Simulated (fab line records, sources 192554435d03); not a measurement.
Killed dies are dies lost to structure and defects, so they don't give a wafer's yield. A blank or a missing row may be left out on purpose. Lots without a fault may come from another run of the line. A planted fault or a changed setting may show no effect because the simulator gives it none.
Split-lot experiment | flow n5_finfet | 7 lots, 21 wafers read, on a route of 1938 steps

THE SPLIT
At N5_WELL_APT_EXPOSE_05 (exposes mask NWELL, defocus 0 nm, target cd 200 nm), the setting dose_mj was moved away from the recipe's 20.3 on 9 of the 21 wafers read, by -5.9% to +7.1%. The other wafers ran this setting at the recipe's value.

FROM THE SPLIT TO THE READING: what the file shows between them, 3 steps
- N5_WELL_APT_PEB_06: peb time 90 s
- N5_WELL_APT_DEVELOP_07: develop time 45 s
- N5_WELL_APT_HARDBAKE_12: time 120 s

THE READING
cd_nm, in nm, at N5_WELL_APT_CD_MEAS_08 (target cd 200 nm). Fault-free wafers of this fab line usually give 199.9 nm, standard deviation 2 nm.

wafer  | tool, chamber at the split | dose_mj as run | against the recipe | cd_nm, nm | against lot-mates on the recipe
L074.1 | krf_scanner-02, 0          | 20.3           | recipe             | 198.2     | -
L074.3 | krf_scanner-02, 0          | 21.74          | +7.1%              | 210.4     | +12.2
L074.5 | krf_scanner-02, 0          | 21.74          | +7.1%              | 214.0     | +15.8
L077.3 | krf_scanner-02, 0          | 19.91          | -1.9%              | 199.1     | -3.5
L077.4 | krf_scanner-02, 0          | 19.91          | -1.9%              | 196.9     | -5.7
L077.6 | krf_scanner-02, 0          | 20.3           | recipe             | 202.6     | -
L081.4 | krf_scanner-02, 0          | 20.3           | recipe             | 198.6     | -
L081.5 | krf_scanner-02, 0          | 20.3           | recipe             | 199.9     | -
L081.6 | krf_scanner-02, 0          | 21.35          | +5.2%              | 205.2     | +5.9
L083.2 | krf_scanner-02, 0          | 21.65          | +6.7%              | 207.8     | +9.3
L083.3 | krf_scanner-02, 0          | 21.65          | +6.7%              | 208.3     | +9.8
L083.6 | krf_scanner-02, 0          | 20.3           | recipe             | 198.5     | -
L087.1 | krf_scanner-02, 0          | 20.3           | recipe             | 197.6     | -
L087.3 | krf_scanner-02, 0          | 20.3           | recipe             | 198.7     | -
L087.4 | krf_scanner-02, 0          | 20.3           | recipe             | 198.8     | -
L093.2 | krf_scanner-02, 0          | 20.3           | recipe             | 203.9     | -
L093.4 | krf_scanner-02, 0          | 20.3           | recipe             | 202.7     | -
L093.6 | krf_scanner-02, 0          | 20.3           | recipe             | 202.0     | -
L096.3 | krf_scanner-02, 0          | 19.11          | -5.9%              | 196.8     | -7.6
L096.4 | krf_scanner-02, 0          | 19.11          | -5.9%              | 190.5     | -13.9
L096.6 | krf_scanner-02, 0          | 20.3           | recipe             | 204.4     | -

THE FIT
A straight line over all 21 wafers: cd_nm changes by +1.3 nm for each +1% of dose_mj; r = +0.90; the points scatter about the line by 2.5 nm.
The same after taking each lot's own level away (the mean of its wafers on the recipe; 21 wafers): +1.73 nm for each +1%; r = +0.97; scatter 1.7 nm.
On that fit, the largest move of dose_mj shifts the reading by 12 nm.
The lots' own levels span 198.20 to 204.40 nm, that is 3.1 times the standard deviation above.
So the lot-to-lot level changes the slope: the two fits differ.
Check: with one of the wafers moved furthest among these (+7.1%) left out of the fit, the line predicts +11.9 nm for it against its lot-mates. It came out at +12.2 nm against them.

OTHER SPLITS ON THESE WAFERS
These wafers also went through other splits before the reading. Each is held against what the fit with the lots' levels taken away leaves over:
other split on the same wafers | wafers away from the commonest value | r with cd_nm (lot level and that fit taken away)
N5_WELL_APT_COAT_02 spin_rpm   | 9                                    | +0.29

THE WHOLE CHAIN: every reading that the file lists as answering this split, in the file's order
step                   | what it does             | reading                                                         | change (the file's fit)              | r (the file's)
N5_WELL_APT_CD_MEAS_08 | target cd 200 nm         | cd_nm                                                           | +1.67 nm for each +1% of the setting | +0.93
N5_WELL_APT_DESCUM_13  | chemistry O2, time 7.9 s | WELL_APT.cd_nm (the simulator's own value, which no gauge read) | +1.7 nm for each +1% of the setting  | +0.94

THE FILE'S OWN FIT
cd_nm changes by +1.67 nm for each +1% of dose_mj, r = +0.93.
